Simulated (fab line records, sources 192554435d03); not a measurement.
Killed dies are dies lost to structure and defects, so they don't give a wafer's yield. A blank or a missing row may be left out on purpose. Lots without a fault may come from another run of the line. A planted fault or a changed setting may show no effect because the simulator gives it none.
Problem report in the 8D (eight disciplines) form, filled by code | flow n5_finfet | the parts of the form that need people (team, actions taken, sign-off) are left out

1. THE PROBLEM
trench_depth_nm at N5_STI_FIN_REVEAL_FIN_H_MEAS_10 reads a mean of 45.9 nm on 3 wafers of 2 lots; wafers without a fault read 51.7 nm with a standard deviation of 0.8. That is -7.3 standard deviations from the usual mean.
First seen on wafer L241.6, day 5 02:08, on ocd-01. The record holds 12 wafers of 4 lots with a number at this step. Rule for "out", or "out of limits": more than 4 standard deviations from the usual mean. The other wafers with a number count as sound.

2. WHAT IT IS AND WHAT IT IS NOT
question                    | is                     | is not
which readings at this step | trench_depth_nm        | -
which lots                  | L241, L242             | L235, L249
which wafers of those lots  | L241.6, L242.1, L242.5 | L241.3, L241.5, L242.4
read on which gauges        | ocd-01, ocd-02         | -
when                        | from day 5 02:08       | up to then (5 sound wafers); but 4 sound wafers of L242, L249 came after

3. SUSPECTS, AND WHAT RULES EACH OUT
Counting: a tool at a process step up to the reading stays a suspect if it ran every lot that is out. Sound lots after the first of them don't rule it out here, since some wafers of a struck lot are sound.
- the gauge at N5_STI_FIN_REVEAL_FIN_H_MEAS_10: ruled out. The wafers that are out were read on 2 gauges (ocd-01, ocd-02).
- vapor_etch-02 at N5_STI_FIN_REVEAL_RECESS_09 (chemistry HF/NH3, target SiO2, afs cycles 11, target depth 42.5 nm, sublimation time 60 s): kept. It ran every lot that is out, first L241 (day 4 23:50); its last sound lot up to then is L235 (day 3 11:25).
- Within vapor_etch-02 at N5_STI_FIN_REVEAL_RECESS_09: the wafers that are out ran in chamber 0; their sound lot-mates ran in chamber 1.
Left after counting: vapor_etch-02 at N5_STI_FIN_REVEAL_RECESS_09.

4. THE CAUSE (what the simulator had put in)
Process parameter drift: vapor_etch-02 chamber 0, from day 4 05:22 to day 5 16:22, at N5_STI_FIN_REVEAL_RECESS_09. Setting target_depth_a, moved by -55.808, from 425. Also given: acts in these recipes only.
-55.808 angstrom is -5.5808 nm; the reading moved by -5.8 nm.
Counting left only this tool.

5. THE CHAIN OF EFFECTS, in route order
Each row: a reading whose mean over the struck wafers that have a number lies more than 3 standard deviations from the usual. Only readings for which the record gives a usual standard deviation are gone through. hours: the time from each lot's start at the first step in this table that gives one to its start at this step, as a median over the lots. sigmas: the change in usual standard deviations.
hours | step                            | reading            | usual       | on struck wafers | change | sigmas
0     | N5_STI_FIN_REVEAL_FIN_H_MEAS_10 | trench_depth_nm    | 51.7 nm     | 45.9             | -5.8   | -7.3
135   | N5_BEOL_M4_RC_MEAS_101          | DIBL_N             | 36.9 mV/V   | 52.3             | +15.4  | +7.3
135   | N5_BEOL_M4_RC_MEAS_101          | DIBL_P             | 37.1 mV/V   | 46.6             | +9.5   | +3.8
135   | N5_BEOL_M4_RC_MEAS_101          | IOFF_N             | 0.17 nA/um  | 1.60             | +1.43  | +37
135   | N5_BEOL_M4_RC_MEAS_101          | IOFF_N_85C         | 3.3 nA/um   | 21.5             | +18.2  | +29
135   | N5_BEOL_M4_RC_MEAS_101          | IOFF_P             | 0.23 nA/um  | 1.44             | +1.21  | +28
135   | N5_BEOL_M4_RC_MEAS_101          | IOFF_P_85C         | 3.9 nA/um   | 17.8             | +13.9  | +22
135   | N5_BEOL_M4_RC_MEAS_101          | IOFF_P_LIN         | 0.105 nA/um | 0.158            | +0.053 | +3.5
135   | N5_BEOL_M4_RC_MEAS_101          | ION_N              | 673 uA/um   | 597              | -76    | -5.1
135   | N5_BEOL_M4_RC_MEAS_101          | ION_P              | 462 uA/um   | 417              | -45    | -4.9
135   | N5_BEOL_M4_RC_MEAS_101          | REXT_N             | 75.2 ohm.um | 82.5             | +7.3   | +4.5
135   | N5_BEOL_M4_RC_MEAS_101          | SS_N               | 71.8 mV/dec | 95.0             | +23.2  | +34
135   | N5_BEOL_M4_RC_MEAS_101          | SS_P               | 73.6 mV/dec | 88.3             | +14.7  | +20
236   | N5_PASSIVATION_PROBE_49         | sort_bin_4_leakage | 0.01 %      | 91.07            | +91.06 | +99 or more
236   | N5_PASSIVATION_PROBE_49         | sort_n_pass        | 1076        | 0                | -1076  | -63
236   | N5_PASSIVATION_PROBE_49         | sort_yield_pct     | 91.2 %      | 0.0              | -91.2  | -65
The process steps in it:
- N5_PASSIVATION_PROBE_49

6. WHAT WOULD HAVE CAUGHT IT SOONER
In this record the first reading out of limits at a measuring or inspecting step was taken at day 5 02:08, 21 hours after the fault began at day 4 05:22.
Of the tool readings at N5_STI_FIN_REVEAL_RECESS_09 for which the record gives a usual standard deviation, none was out on any struck wafer, so an alarm limit of 4 standard deviations on them would not have fired.
Of the lots that are out (2), L242 began N5_STI_FIN_REVEAL_RECESS_09 on vapor_etch-02 after day 5 02:08. A hold on the tool at that time would have spared it.
